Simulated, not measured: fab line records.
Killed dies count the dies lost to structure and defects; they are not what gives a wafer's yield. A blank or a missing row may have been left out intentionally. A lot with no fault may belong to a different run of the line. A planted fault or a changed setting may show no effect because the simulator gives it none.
fab line records | flow n5-finfet
record lots=7 wafers=18 last-day=17
route steps=1938 shown HKMG_FIN@426 BEOL_M4@1111 PASSIVATION@1936
lots that met no fault: from a run of the same line without faults
start-h: the number of hours between the record's first day and the start of the first shown wafer of the lot | wait-h: hours since the lot's step before | " identical to the entry in the row above | L1.1+2: a single row standing in for several wafers | - no value present, or no start provided | * or withheld: withheld | < > ~ a bound
route shown NAME@n: names a module that has steps shown in the file, with the first one's number in the route | usual: the fault-free wafers' mean and standard deviation | same: alike in all rows | chamber/n: place in a boat | sites: readings site by site | _std_site: the standard deviation of these | _edge_site: mean of outer sites minus mean of inner sites | radius-mm: for every site, how far away it sits from the centre of the wafer | mask NAME#n: copy n | behind: the tool/chamber that last shaped the wafer | hold: why the lot went on hold/how many hours it stayed there/how the hold came to an end | device: transistor that didn't switch, given as n, p or np | end of line: tests run on the same wafers once the route is complete | a step given without rows: its recipe and nothing more | killed: at the first sort, the dies lost to defects and structure; wafer yield is something else | map: per-die view of a wafer (x killed, . not killed, _ where there is no die)
set.NAME: the setting the step ran with; set.NAME@STEP: the setting that earlier step ran with | model.NAME: the simulator's own value behind a step, which no gauge read
lots at selected steps of the route; one table per step, one row per wafer
services: a tool's chamber out of use, with start hour (start-h, from the record's first day; less than 0 if before it), hours out, and reason
## steps
# step N5_HKMG_FIN_SOFTBAKE_07
# recipe temp-c=110 time-s=60 resist=CAR-ArF
# step N5_HKMG_FIN_EXPOSE_09
# recipe mask-id=NWFM na=1.35 source-shape=conventional sigma-outer=0.8 polarization=unpolarized dose-mj=39.25
# step N5_HKMG_FIN_PEB_10
# recipe peb-temp-c=withheld peb-time-s=60 resist=CAR-ArF
# step N5_HKMG_FIN_DEVELOP_11
# recipe develop-time-s=30 developer=TMAH resist=CAR-ArF dev-temp-c=23 rinse-liquid=diw dry=air-spin
# step N5_HKMG_FIN_CD_MEAS_12
# recipe target-cd-nm=92.8 landing-energy-ev=500 detector=se-inlens
# usual cd-nm=93.0/1
# columns lot.wafer tool chamber start-h wait-h cd-nm
L937.2 cd-sem-01 0 79.63 - 93.4
L937.3 " 0 " " 93.0
L937.4 " 0 " " 92.3
L938.1 cd-sem-02 0 86.05 - 92.1
L938.3 " 0 " " 92.5
L938.4 " 0 " " 92.5
L944.1 cd-sem-01 0 115.90 - 94.3
L944.6 " 0 " " 93.2
L945.1 cd-sem-02 0 121.35 - 92.5
L945.4 " 0 " " 93.6
L949.4 cd-sem-02 0 151.32 - 92.8
L949.6 " 0 " " 92.1
L951.2 cd-sem-02 0 160.89 - 92.0
L951.4 " 0 " " 93.1
L951.6 " 0 " " 90.6
L956.1 cd-sem-02 0 189.17 - 93.0
L956.2 " 0 " " 91.7
L956.3 " 0 " " 91.7
# step N5_HKMG_FIN_OVL_MEAS_13
# recipe points-per-wafer=44
# usual NWFM_OVL=0.0/0.84
# columns lot.wafer tool chamber start-h wait-h NWFM_OVL[nm]
L937.2 overlay-01 0 79.66 0.0 0.0
L937.3 " 0 " " -0.1
L937.4 " 0 " " -0.7
L938.1 overlay-02 0 86.08 0.0 0.0
L938.3 " 0 " " -0.5
L938.4 " 0 " " 0.6
L944.1 overlay-01 0 115.93 0.0 -0.1
L944.6 " 0 " " -0.9
L945.1 overlay-02 0 121.38 0.0 0.7
L945.4 " 0 " " 0.9
L949.4 overlay-02 0 151.34 0.0 0.4
L949.6 " 0 " " 0.2
L951.2 overlay-01 0 160.92 0.0 -0.1
L951.4 " 0 " " 0.0
L951.6 " 0 " " -0.5
L956.1 overlay-01 0 189.20 0.0 1.1
L956.2 " 0 " " 1.2
L956.3 " 0 " " 1.0
# step N5_HKMG_FIN_INSPECT_14
# recipe mode=adi inspect-instrument=macro
# usual raw-defect-count=2.0/1.6
# columns lot.wafer tool chamber start-h wait-h raw-defect-count
L937.2 defect-inspect-02 - 79.69 0.0 3
L937.3 " - " " 1
L937.4 " - " " 1
L938.1 defect-inspect-01 - 86.10 0.0 1
L938.3 " - " " 2
L938.4 " - " " 4
L944.1 defect-inspect-01 - 115.96 0.0 3
L944.6 " - " " 3
L945.1 defect-inspect-02 - 121.40 0.0 3
L945.4 " - " " 1
L949.4 defect-inspect-01 - 151.37 0.0 1
L949.6 " - " " 4
L951.2 defect-inspect-01 - 160.95 0.0 3
L951.4 " - " " 6
L951.6 " - " " 1
L956.1 defect-inspect-01 - 189.22 0.0 2
L956.2 " - " " 0
L956.3 " - " " 3
# step N5_HKMG_FIN_DESCUM_17
# recipe chemistry=O2 time-s=7.9 source-power-w=50 bias-power-w=20 pressure-mtorr=20 rf-frequency-hz=2.712e+07 temp-c=40 resist=CAR-ArF o2-flow-sccm=225
# usual drypump-motor-current-A=5.5/0.51 oes-product-au=0.78/0.096 rf-vpp-V=243.7/1 showerhead-plenum-p-Torr=2.13/0.056 throttle-valve-pct=20.5/0.35
# columns lot.wafer tool chamber start-h wait-h drypump-motor-current-A oes-product-au rf-hours-counter-h rf-vpp-V showerhead-plenum-p-Torr throttle-valve-pct
L937.2 rie-diel-06 1 79.72 0.0 6.4 0.90 44 243.8 2.13 19.9
L937.3 " 0 " " 5.2 0.77 144 244.3 2.15 20.4
L937.4 " 3 " " 4.8 1.01 1 243.0 2.06 19.9
L938.1 rie-diel-02 0 86.14 0.0 6.2 0.72 184 244.7 2.19 20.9
L938.3 " 3 " " 5.3 0.69 216 245.3 2.17 20.8
L938.4 " 2 " " 5.1 0.72 162 244.1 2.18 20.6
L944.1 rie-diel-02 3 115.99 0.0 5.3 0.69 227 243.6 2.17 20.8
L944.6 " 3 " " 5.3 0.69 - 243.6 2.17 20.8
L945.1 rie-diel-02 1 121.44 0.0 5.7 0.78 114 242.3 2.13 20.8
L945.4 " 0 " " 6.2 0.71 198 244.9 2.18 20.9
L949.4 rie-diel-02 0 151.40 0.0 6.2 0.69 209 244.1 2.18 21.0
L949.6 " 1 " " 5.7 0.77 - 243.7 2.12 20.8
L951.2 rie-diel-06 2 160.98 0.0 5.4 1.01 1 242.5 2.15 20.5
L951.4 " 3 " " 4.8 0.93 27 243.5 2.05 19.9
L951.6 " 0 " " 5.3 0.76 - 244.4 2.14 20.4
L956.1 rie-diel-06 3 189.26 0.0 4.8 0.89 38 242.1 2.05 19.9
L956.2 " 2 " " 5.5 0.98 7 242.8 2.15 20.5
L956.3 " 0 " " 5.3 0.75 179 246.1 2.14 20.4
# step N5_HKMG_FIN_ETCH_31
# recipe chemistry=CF4 target=SiARC target-depth-a=455 mask-material=CAR-ArF time-s=75.8 ion-energy-ev=80 pressure-mtorr=40 source-w=545 bias-w=36 Ar_flow_sccm=100 cf4-flow-sccm=100 ends=cleared
# usual drypump-motor-current-A=5.5/0.51 etch-rf-on-time-s=76.7/2.2 oes-product-au=0.66/0.075 rf-vpp-V=184.3/0.96 showerhead-plenum-p-Torr=2.16/0.046 throttle-valve-pct=15.6/0.32
# columns lot.wafer tool chamber start-h wait-h drypump-motor-current-A etch-rf-on-time-s oes-product-au rf-hours-counter-h rf-vpp-V showerhead-plenum-p-Torr throttle-valve-pct
L937.2 rie-diel-06 1 79.75 0.0 6.5 73.8 0.75 44 183.2 2.16 15.0
L937.3 " 0 " " 5.3 77.6 0.65 144 184.5 2.23 15.8
L937.4 " 3 " " 4.8 76.8 0.84 1 185.4 2.11 15.0
L938.1 rie-diel-02 0 86.17 0.0 6.1 78.1 0.61 184 184.6 2.21 15.9
L938.3 " 3 " " 5.3 76.0 0.61 216 185.3 2.21 16.0
L938.4 " 2 " " 5.1 73.1 0.64 162 185.0 2.22 15.7
L944.1 rie-diel-02 3 116.03 0.0 5.3 76.9 0.59 227 184.1 2.21 16.0
L944.6 " 3 " " 5.3 77.4 0.59 - 183.6 2.21 16.0
L945.1 rie-diel-02 1 121.47 0.0 5.7 76.4 0.68 114 185.2 2.15 15.7
L945.4 " 0 " " 6.2 78.7 0.60 198 185.1 2.20 16.0
L949.4 rie-diel-02 0 151.43 0.0 6.2 78.3 0.60 209 185.4 2.20 16.0
L949.6 " 1 " " 5.8 75.5 0.66 - 182.7 2.14 15.7
L951.2 rie-diel-06 2 161.01 0.0 5.4 73.7 0.85 1 184.7 2.16 15.3
L951.4 " 3 " " 4.8 79.6 0.74 27 183.3 2.10 15.1
L951.6 " 0 " " 5.3 77.7 0.64 - 183.5 2.22 15.8
L956.1 rie-diel-06 3 189.29 0.0 4.8 78.7 0.74 38 184.3 2.10 15.1
L956.2 " 2 " " 5.4 73.2 0.82 7 184.5 2.16 15.3
L956.3 " 0 " " 5.3 76.3 0.63 179 183.5 2.22 15.8
# step N5_HKMG_FIN_ETCH_32
# recipe chemistry=N2/H2 target=SOC target-depth-a=2400 temp-c=40 time-s=300 ion-energy-ev=200 mask-material=SiARC pressure-mtorr=30 source-w=840 bias-w=150 n2-flow-sccm=200 h2-flow-sccm=200
# usual drypump-motor-current-A=5.5/0.51 oes-product-au=0.77/0.088 rf-vpp-V=524.9/2 run-length-s=323.3/0.47 showerhead-plenum-p-Torr=2.58/0.067 throttle-valve-pct=17.9/0.33
# columns lot.wafer tool chamber start-h wait-h drypump-motor-current-A oes-product-au rf-hours-counter-h rf-vpp-V run-length-s showerhead-plenum-p-Torr throttle-valve-pct
L937.2 rie-diel-06 1 79.81 0.0 6.5 0.87 44 524.6 323.4 2.61 17.5
L937.3 " 0 " " 5.3 0.75 144 526.5 323.1 2.64 17.9
L937.4 " 3 " " 4.8 0.98 1 522.6 323.4 2.50 17.3
L938.1 rie-diel-02 0 86.23 0.0 6.2 0.73 184 526.0 322.6 2.63 18.2
L938.3 " 3 " " 5.3 0.69 216 528.3 323.0 2.61 18.0
L938.4 " 2 " " 5.1 0.75 162 528.1 323.1 2.67 18.3
L944.1 rie-diel-02 3 116.08 0.0 5.3 0.69 227 526.9 323.0 2.61 18.1
L944.6 " 3 " " 5.3 0.69 - 526.3 322.9 2.61 18.1
L945.1 rie-diel-02 1 121.53 0.0 5.8 0.78 114 522.2 324.3 2.57 18.2
L945.4 " 0 " " 6.2 0.71 198 526.5 322.7 2.63 18.2
L949.4 rie-diel-02 0 151.49 0.0 6.2 0.69 209 526.1 323.1 2.62 18.2
L949.6 " 1 " " 5.8 0.78 - 524.7 324.1 2.57 18.2
L951.2 rie-diel-06 2 161.07 0.0 5.5 0.99 1 527.1 323.7 2.59 17.6
L951.4 " 3 " " 4.8 0.88 27 521.8 323.5 2.49 17.3
L951.6 " 0 " " 5.3 0.73 - 527.3 323.2 2.63 18.0
L956.1 rie-diel-06 3 189.35 0.0 4.8 0.86 38 520.7 323.3 2.49 17.4
L956.2 " 2 " " 5.4 0.96 7 525.7 323.8 2.59 17.6
L956.3 " 0 " " 5.3 0.73 179 527.2 323.3 2.63 18.0
# step N5_HKMG_FIN_STRIP_33
# recipe chemistry=N2/H2 temp-c=40 n2-flow-sccm=200 h2-flow-sccm=200 rf-frequency-hz=6e+07
# step N5_HKMG_FIN_STRIP_34
# recipe chemistry=CF4 resist=SiARC power-w=300 bias-power-w=75 pressure-mtorr=50 cf4-flow-sccm=150 rf-frequency-hz=6e+07
# usual drypump-motor-current-A=5.5/0.51 oes-product-au=0.77/0.082 rf-vpp-V=271.7/1.2 showerhead-plenum-p-Torr=1.81/0.04 throttle-valve-pct=13.6/0.33
# columns lot.wafer tool chamber start-h wait-h drypump-motor-current-A oes-product-au rf-hours-counter-h rf-vpp-V showerhead-plenum-p-Torr throttle-valve-pct
L937.2 rie-diel-06 1 80.00 0.0 6.5 0.86 44 272.9 1.79 12.9
L937.3 " 0 " " 5.3 0.78 144 271.2 1.86 13.7
L937.4 " 3 " " 4.8 0.98 1 270.0 1.77 13.0
L938.1 rie-diel-02 0 86.42 0.0 6.2 0.72 184 272.4 1.84 13.9
L938.3 " 3 " " 5.3 0.70 216 272.2 1.87 14.1
L938.4 " 2 " " 5.1 0.73 162 273.2 1.85 13.6
L944.1 rie-diel-02 3 116.27 0.0 5.3 0.70 227 272.3 1.87 14.1
L944.6 " 3 " " 5.3 0.70 - 271.9 1.86 14.1
L945.1 rie-diel-02 1 121.72 0.0 5.8 0.77 114 272.0 1.79 13.7
L945.4 " 0 " " 6.1 0.71 198 272.3 1.83 13.9
L949.4 rie-diel-02 0 151.68 0.0 6.1 0.71 209 273.2 1.83 13.9
L949.6 " 1 " " 5.8 0.77 - 272.4 1.78 13.7
L951.2 rie-diel-06 2 161.26 0.0 5.4 0.97 1 271.2 1.81 13.3
L951.4 " 3 " " 4.8 0.90 27 269.9 1.76 13.1
L951.6 " 0 " " 5.3 0.75 - 272.1 1.85 13.8
L956.1 rie-diel-06 3 189.54 0.0 4.8 0.88 38 270.6 1.76 13.1
L956.2 " 2 " " 5.4 0.93 7 272.9 1.81 13.3
L956.3 " 0 " " 5.3 0.75 179 273.4 1.85 13.8
# step N5_HKMG_FIN_ETCH_35
# recipe chemistry=N2/H2 target=SOC target-depth-a=2158 ion-energy-ev=65 bias-w=5 source-w=3000 time-s=243.4 pressure-mtorr=30 n2-flow-sccm=200 h2-flow-sccm=200
# usual drypump-motor-current-A=5.5/0.51 oes-product-au=0.77/0.088 rf-vpp-V=142.0/0.97 run-length-s=266.7/0.45 showerhead-plenum-p-Torr=2.58/0.067 throttle-valve-pct=17.9/0.34
# columns lot.wafer tool chamber start-h wait-h drypump-motor-current-A oes-product-au rf-hours-counter-h rf-vpp-V run-length-s showerhead-plenum-p-Torr throttle-valve-pct model.etch.depth-nm model.SOC_of_HKMG_FIN_COAT_29.thk-nm model.HKMG_FIN.feature-depth-nm
L937.2 rie-diel-06 1 80.02 0.0 6.5 0.88 44 143.2 266.7 2.61 17.5 225 75 225
L937.3 " 0 " " 5.3 0.77 144 141.9 266.4 2.64 17.9 212.3 86.6 212.4
L937.4 " 3 " " 4.8 0.98 1 142.1 267.5 2.50 17.3 214 86 214
L938.1 rie-diel-02 0 86.44 0.0 6.2 0.72 184 141.7 266.0 2.63 18.2 210.6 89.4 210.6
L938.3 " 3 " " 5.3 0.70 216 141.5 267.1 2.61 18.1 210.1 90 210.2
L938.4 " 2 " " 5.2 0.74 162 142.6 266.6 2.67 18.3 220.7 78.6 220.6
L944.1 rie-diel-02 3 116.29 0.0 5.3 0.69 227 141.7 266.4 2.61 18.1 212.8 87 212.8
L944.6 " 3 " " 5.3 0.69 - 141.8 278.4 2.61 18.1 221.3 79 221.2
L945.1 rie-diel-02 1 121.74 0.0 5.7 0.80 114 142.1 267.7 2.57 18.2 218.6 80.2 218.6
L945.4 " 0 " " 6.2 0.71 198 141.3 278.4 2.63 18.2 219.8 78.6 219.8
L949.4 rie-diel-02 0 151.70 0.0 6.2 0.70 209 142.3 278.0 2.62 18.2 221.2 78.8 221.2
L949.6 " 1 " " 5.8 0.78 - 142.9 279.3 2.57 18.2 227.1 73.6 227
L951.2 rie-diel-06 2 161.28 0.0 5.4 1.00 1 141.0 267.1 2.59 17.6 223.7 77.2 223.6
L951.4 " 3 " " 4.8 0.88 27 141.2 266.6 2.49 17.4 208.7 92.4 208.6
L951.6 " 0 " " 5.3 0.74 - 143.0 266.5 2.63 18.0 209.4 90.2 209.4
L956.1 rie-diel-06 3 189.56 0.0 4.8 0.86 38 140.8 266.8 2.49 17.4 205.5 94.4 205.6
L956.2 " 2 " " 5.4 0.95 7 142.3 267.1 2.59 17.6 220.6 79.2 220.6
L956.3 " 0 " " 5.3 0.73 179 143.5 266.6 2.63 18.0 207.8 92 207.8
# step N5_HKMG_FIN_STRIP_92
# recipe chemistry=N2/H2 material=SOC time-s=20 power-w=500 temp-c=40 pressure-mtorr=50 rf-frequency-hz=6e+07 bias-power-w=8 h2-frac=0.5 n2-flow-sccm=300 h2-flow-sccm=300
# usual drypump-motor-current-A=5.5/0.51 oes-product-au=0.78/0.087 rf-vpp-V=54.3/0.83 showerhead-plenum-p-Torr=3.40/0.085 throttle-valve-pct=19.1/0.55
# columns lot.wafer tool chamber start-h wait-h drypump-motor-current-A oes-product-au rf-hours-counter-h rf-vpp-V showerhead-plenum-p-Torr throttle-valve-pct model.SOC_of_HKMG_FIN_COAT_29.thk-nm
L937.2 rie-diel-06 1 80.17 0.1 6.5 0.88 44 55.1 3.44 19.0 64.4
L937.3 " 0 " " 5.3 0.77 145 56.0 3.48 19.1 76.6
L937.4 " 3 " " 4.8 0.98 1 53.2 3.31 18.6 76
L938.1 rie-diel-02 0 86.59 0.1 6.2 0.72 184 54.4 3.48 19.2 79.6
L938.3 " 3 " " 5.3 0.71 217 55.1 3.45 19.1 79.8
L938.4 " 2 " " 5.1 0.75 162 55.8 3.52 20.1 68
L944.1 rie-diel-02 3 116.44 0.1 5.3 0.70 227 53.8 3.44 19.2 76.8
L944.6 " 3 " " 5.3 0.69 - 56.0 3.44 19.1 68.8
L945.1 rie-diel-02 1 121.89 0.1 5.8 0.78 114 54.7 3.39 19.7 70
L945.4 " 0 " " 6.2 0.70 198 54.9 3.47 19.2 68.8
L949.4 rie-diel-02 0 151.85 0.1 6.2 0.69 209 55.7 3.46 19.2 69
L949.6 " 1 " " 5.8 0.78 - 54.4 3.39 19.7 63.4
L951.2 rie-diel-06 2 161.43 0.1 5.4 1.00 1 53.5 3.42 18.4 66.8
L951.4 " 3 " " 4.8 0.88 27 54.1 3.29 18.6 82.6
L951.6 " 0 " " 5.3 0.74 - 56.2 3.47 19.1 80.2
L956.1 rie-diel-06 3 189.71 0.1 4.8 0.85 38 53.3 3.29 18.6 84.8
L956.2 " 2 " " 5.4 0.96 7 53.9 3.42 18.4 68.8
L956.3 " 0 " " 5.4 0.74 179 54.8 3.47 19.1 82
# step N5_HKMG_FIN_WET_ETCH_18
# recipe chemistry=SC1 target=TiN mix=1:1:5 temp-c=* time-s=55 target-depth-nm=5.2 dry=ipa-marangoni rinse-time-s=30 rinse-temp-c=23
# step N5_BEOL_M4_RC_MEAS_101
# usual DIBL_N=36.5/2.2 DIBL_P=36.9/2.9 IOFF_N=0.17/0.044 IOFF_P=0.22/0.052 ION_N=671/16 ION_P=461/10 SS_N=71.6/0.73 SS_P=73.5/0.79 VT_N=250/4.1 VT_P=-250/4.1
# columns lot.wafer tool chamber start-h wait-h DIBL_N[mV/V] DIBL_P[mV/V] IOFF_N[nA/um] IOFF_P[nA/um] ION_N[uA/um] ION_P[uA/um] SS_N[mV/dec] SS_P[mV/dec] VT_N[mV] VT_P[mV]
L937.2 prober-01 0 178.79 0.2 33.2 33.3 0.11 0.14 671 456 70.3 72.2 254 -258
L937.3 " 0 " " 31.7 33.4 0.09 0.14 645 451 69.8 72.1 259 -257
L937.4 " 0 " " 34.6 33.1 0.12 0.13 650 444 71.3 72.3 257 -260
L938.1 prober-02 0 196.37 0.0 34.3 33.6 0.11 0.16 662 454 71.5 72.3 253 -252
L938.3 " 0 " " 39.4 41.3 0.24 0.30 691 467 72.9 73.6 245 -245
L938.4 " 0 " " 34.4 34.4 0.12 0.19 660 456 70.8 73.4 253 -251
L944.1 prober-01 0 219.30 0.0 36.7 36.2 0.15 0.24 670 463 71.5 73.9 251 -249
L944.6 " 0 " " 34.9 33.4 0.14 0.20 643 453 71.3 73.4 252 -250
L945.1 prober-01 0 242.65 0.0 32.0 31.8 0.10 0.14 651 451 70.6 72.5 255 -256
L945.4 " 0 " " 35.1 36.3 0.14 0.19 669 458 71.9 73.4 251 -255
L949.4 prober-02 0 259.03 0.5 38.6 40.0 0.23 0.27 699 472 72.3 73.7 245 -246
L949.6 " 0 " " 38.1 40.1 0.22 0.29 689 473 71.1 74.0 245 -243
L951.2 prober-02 0 268.72 0.2 38.8 40.6 0.19 0.26 666 463 71.6 74.2 248 -248
L951.4 " 0 " " 34.5 34.9 0.13 0.18 662 460 71.5 73.4 253 -252
L951.6 " 0 " " 34.7 35.1 0.12 0.18 662 455 71.3 73.3 254 -257
L956.1 prober-02 0 296.85 0.0 38.8 40.5 0.21 0.25 686 460 72.5 73.7 245 -250
L956.2 " 0 " " 36.8 38.2 0.19 0.23 680 465 71.8 73.5 244 -248
L956.3 " 0 " " 37.6 38.7 0.19 0.23 680 464 71.8 73.1 246 -248
# step N5_PASSIVATION_PROBE_49
# usual defect-limited-yield=91.3/1.4 killed_at_M0_to_M3=36/10 killed_at_M4_up=13/5.4 killed-at-contacts=12/5.3 killed-at-front-end=39/10 killed-at-other=3.2/2.7 killed-dies=103/16 killed-open=68/13 killed-short=33/6.6 sort_bin_5_function=5.1/0.92 sort_bin_6_memory=3.3/0.68 sort_bin_8_speed=0.1/0.41 sort-n-pass=1077/17 sort-yield-pct=91.2/1.4
# same gross-dies=1180 killed-at-back-side=0 sort_bin_4_leakage[%]=0
# columns lot.wafer tool chamber start-h wait-h defect-limited-yield[%] killed_at_M0_to_M3 killed_at_M4_up killed-at-contacts killed-at-front-end killed-at-other killed-dies killed-open killed-short sort_bin_5_function[%] sort_bin_6_memory[%] sort_bin_8_speed[%] sort-n-pass sort-yield-pct[%]
L949.4 prober-01 - 365.76 0.3 91.2 28 21 6 41 8 104 76 21 5.3 2.8 0 1076 91.2
L949.6 prober-01 - 365.86 0.4 90.5 37 18 8 41 8 112 75 31 5.0 4.3 0 1068 90.5
L951.2 prober-02 - 374.87 0.1 89.6 48 26 12 36 1 123 73 46 6.2 3.5 0 1057 89.6
L951.4 prober-02 - 374.97 0.2 92.0 37 23 7 27 0 94 64 28 4.6 3.2 0 1086 92.0
L951.6 prober-02 - 375.07 0.3 91.3 33 13 6 50 1 103 69 33 5.8 2.9 0 1077 91.3
L956.1 prober-02 - 412.14 0.0 90.8 45 15 6 40 2 108 67 37 5.8 3.1 0 1072 90.8
L956.2 prober-02 - 412.19 0.1 91.9 47 8 11 24 6 96 61 35 4.4 3.3 0 1084 91.9
L956.3 prober-02 - 412.24 0.1 90.8 57 9 10 30 3 109 66 35 5.3 2.6 0 1071 90.8
# killed by level:class
L949.4 BEOL_M4:geometric-particle:open=14 BEOL_M0_SAQP:geometric-particle:open=10 FIN_SAQP:geometric-particle:open=8 HKMG_FIN:area-etch=7 STI_FIN_REVEAL:geometric-particle:open=6 BEOL_M2:geometric-particle:open=5 BEOL_M3:geometric-particle:open=5 DUMMY_GATE:geometric-particle:open=4
L949.6 FIN_SAQP:geometric-particle:open=18 BEOL_M0_SAQP:geometric-particle:open=11 BEOL_M0_SAQP:geometric-particle:short=8 BEOL_M4:geometric-particle:open=8 MOL_CONTACT_COAG:geometric-particle:open=7 FIN_SAQP:geometric-particle:short=5 BEOL_M3:geometric-particle:open=5 BEOL_M2:geometric-particle:open=4
L951.2 BEOL_M0_SAQP:geometric-particle:short=11 FIN_SAQP:geometric-particle:short=10 FIN_SAQP:geometric-particle:open=9 BEOL_M0_SAQP:geometric-particle:open=9 MOL_CONTACT_COAG:geometric-particle:open=8 BEOL_M4:geometric-particle:open=8 BEOL_M2:geometric-particle:open=7 BEOL_M3:geometric-particle:open=7
L951.4 BEOL_M1:geometric-particle:open=13 FIN_SAQP:geometric-particle:open=8 BEOL_M0_SAQP:geometric-particle:short=8 MOL_CONTACT_COAG:geometric-particle:open=7 BEOL_M0_SAQP:geometric-particle:open=7 BEOL_M4:geometric-particle:open=6 FIN_SAQP:geometric-particle:short=5 BEOL_M5:geometric-particle:open=5
L951.6 STI_FIN_REVEAL:geometric-particle:open=11 BEOL_M4:geometric-particle:open=9 FIN_SAQP:geometric-particle:open=8 DUMMY_GATE:geometric-particle:open=8 BEOL_M0_SAQP:geometric-particle:open=7 BEOL_M1:geometric-particle:open=7 GATE_CUT:geometric-particle:short=6 MOL_CONTACT_COAG:geometric-particle:open=5
L956.1 BEOL_M1:geometric-particle:open=13 BEOL_M3:geometric-particle:open=13 FIN_SAQP:geometric-particle:short=9 FIN_SAQP:geometric-particle:open=9 BEOL_M4:geometric-particle:open=8 STI_FIN_REVEAL:geometric-particle:open=6 BEOL_M2:geometric-particle:short=5 BEOL_M0_SAQP:geometric-particle:short=4
L956.2 BEOL_M0_SAQP:geometric-particle:short=12 BEOL_M0_SAQP:geometric-particle:open=11 MOL_CONTACT_COAG:geometric-particle:open=8 BEOL_M2:geometric-particle:short=7 BEOL_M2:geometric-particle:open=6 BEOL_M3:geometric-particle:open=5 FIN_SAQP:geometric-particle:open=4 ILD0:geometric-particle:open=4
L956.3 BEOL_M2:geometric-particle:open=18 BEOL_M3:geometric-particle:open=12 BEOL_M0_SAQP:geometric-particle:short=9 MOL_CONTACT_COAG:geometric-particle:open=8 BEOL_M0_SAQP:geometric-particle:open=6 HKMG_FIN:area-etch=6 STI_FIN_REVEAL:geometric-particle:open=5 BEOL_M1:geometric-particle:open=4
## services
# columns tool chamber start-h hours kind
rie-diel-06 3 61.57 - clean
rie-diel-06 3 61.57 - consumable-replace:focus-ring
rie-diel-06 3 61.57 14.3 scheduled-down
rie-diel-06 3 61.57 14.3 vent-cycle
rie-diel-06 3 89.22 5.0 repair
rie-diel-06 2 144.60 - clean
rie-diel-06 2 144.60 - consumable-replace:focus-ring
rie-diel-06 2 144.60 14.3 scheduled-down
rie-diel-06 2 144.60 14.3 vent-cycle
rie-diel-06 1 173.12 2.4 repair
rie-diel-06 0 174.16 8.3 repair
rie-diel-02 3 177.94 - clean
rie-diel-02 3 177.94 - consumable-replace:focus-ring
rie-diel-02 3 177.94 17.6 scheduled-down
rie-diel-02 3 177.94 17.6 vent-cycle
## key
first-sign step=N5_HKMG_FIN_ETCH_35 reading=run-length-s direction=up sigmas=27 usual=* struck=*
effect none on later readings
model-effect step=N5_HKMG_FIN_ETCH_35 value=etch.depth-nm without=211.8 struck=222.4
model-effect step=N5_HKMG_FIN_STRIP_92 value=SOC_of_HKMG_FIN_COAT_29.thk-nm without=78 struck=67.5
met-at N5_HKMG_FIN_ETCH_35
struck-wafers L944.6,L945.4,L949.4,L949.6
onset-between 86.44 116.29
fault kind=process-parameter-drift tool=rie-diel-02 chamber=- onset-h=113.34 steps=N5_HKMG_FIN_ETCH_35 channel=time-s offset=* shape=step end-h=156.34 scope=struck-wafers-only acts-in=* stated=*
